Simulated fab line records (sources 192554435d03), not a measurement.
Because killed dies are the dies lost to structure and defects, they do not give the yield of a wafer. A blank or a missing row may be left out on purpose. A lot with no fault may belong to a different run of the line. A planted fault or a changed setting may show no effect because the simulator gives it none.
Comparing a struck lot with a sound one + flow n5-finfet + 21 out of 1938 route steps
Sound: wafers L132.2, L132.3, L132.5. Struck: wafer L120.3 (L120.1, L120.4, from the same lot, were not struck and are left out); the cause is given at the end.
Each step with rows lists, per side, the tool, then ch with its chambers, then its first start. Under that, the readings that differ: sound wafers + struck wafers + difference of the means + sigmas: that difference in standard deviations of wafers without a fault.
alike: a reading whose means differ by less than 2 such deviations, as well as words and numbers matching on both sides. not compared: withheld readings; readings where some wafer has no value; bounds like >300 that might hide an equal value; numbers whose values overlap and for which the record gives no deviation.
Wherever a step has rows on one side only, a row that says differs or no value, or a row with sigmas, the two part there. Non-overlapping numbers with no deviation appear without sigmas and do not part them. A reading missing from all wafers of one side parts the sides only when that side holds two or more wafers.

first, 8 steps without rows for these wafers: N5_BEOL_M8_SPUTTER_48 (material Cu, target thk 10 nm, time 1.667 s); N5_BEOL_M8_ECD_50 (material Cu, target thk 300 nm); N5_BEOL_M8_ANNEAL_51 (time 90 s); N5_BEOL_M8_CMP_52 (polishes, stops on SiCOH lowk, t overpolish 6.9 s, target thk 80 nm); N5_BEOL_M8_PRE_CLEAN_55 (time 15 s); N5_BEOL_M8_DEP_56 (deposits SiCN from 3MS/NH3, target thk 10 nm, time 17.5 s); N5_BEOL_M9_ILD_DEP_00 (deposits SiCOH lowk from DEMS/porogen, target thk 308.51 nm, time 58 s); N5_BEOL_M9_CURE_71 (cures SiCOH lowk, time 240 s).
N5_BEOL_M9_PECVD_70: deposits SiO2 from TEOS/O2, target thk 20 nm, time 22.7 s.
  sound on pecvd-04 ch 0,1, day 15 22:33; struck on pecvd-04 ch 2, day 12 06:31
| reading            | sound             | struck | difference | sigmas |
|--------------------|-------------------|--------|------------|--------|
| rf-fwd-power-W (W) | 446.7 443.9 444.7 | 440.7  | -4.4       | -2     |
  alike: heater-power-w, showerhead-plenum-p-Torr, susceptor-temp-C, throttle-valve-pct
then, 9 steps without rows for these wafers: N5_BEOL_M9_HM_DEP_02 (deposits TiN, target thk 20 nm); N5_BEOL_M9_COAT_59 (time 60 s, resist thk 100 nm); N5_BEOL_M9_COAT_60 (time 60 s, resist thk 30 nm); N5_BEOL_M9_COAT_05 (resist thk 90 nm); N5_BEOL_M9_EBR_07; N5_BEOL_M9_SOFTBAKE_06 (time 60 s); N5_BEOL_M9_EXPOSE_08 (exposes mask M9); N5_BEOL_M9_PEB_09 (peb time 60 s); N5_BEOL_M9_DEVELOP_10 (develop time 30 s).
N5_BEOL_M9_INSPECT_13: inspects for defects (brightfield).
  sound: defect-inspect-02 at day 16 00:05; struck: defect-inspect-02 at day 12 07:41
| reading          | sound       | struck | difference | sigmas |
|------------------|-------------|--------|------------|--------|
| raw-defect-count | 427 565 374 | 1693   | +1238      | +13    |
then, 1 step without rows for these wafers: N5_BEOL_M9_DESCUM_16 (chemistry O2, time 7.9 s).
-- record jumps: 3 days separate the struck wafers' starts on either side; left off in module BEOL_M9, taken up again in module PASSIVATION, whose first shown step is the route's number 1936 --
N5_PASSIVATION_PROBE_49:
  the record has rows for the struck wafers here (prober-02, day 15 05:25) and none for the sound ones

== WHERE THEY PART ==
At N5_BEOL_M9_PECVD_70 first; at N5_PASSIVATION_PROBE_49 last (within this record only).

WHY: what had been put in by the simulator
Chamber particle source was pecvd-04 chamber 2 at N5_BEOL_M9_PECVD_70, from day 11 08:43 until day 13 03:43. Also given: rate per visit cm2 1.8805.
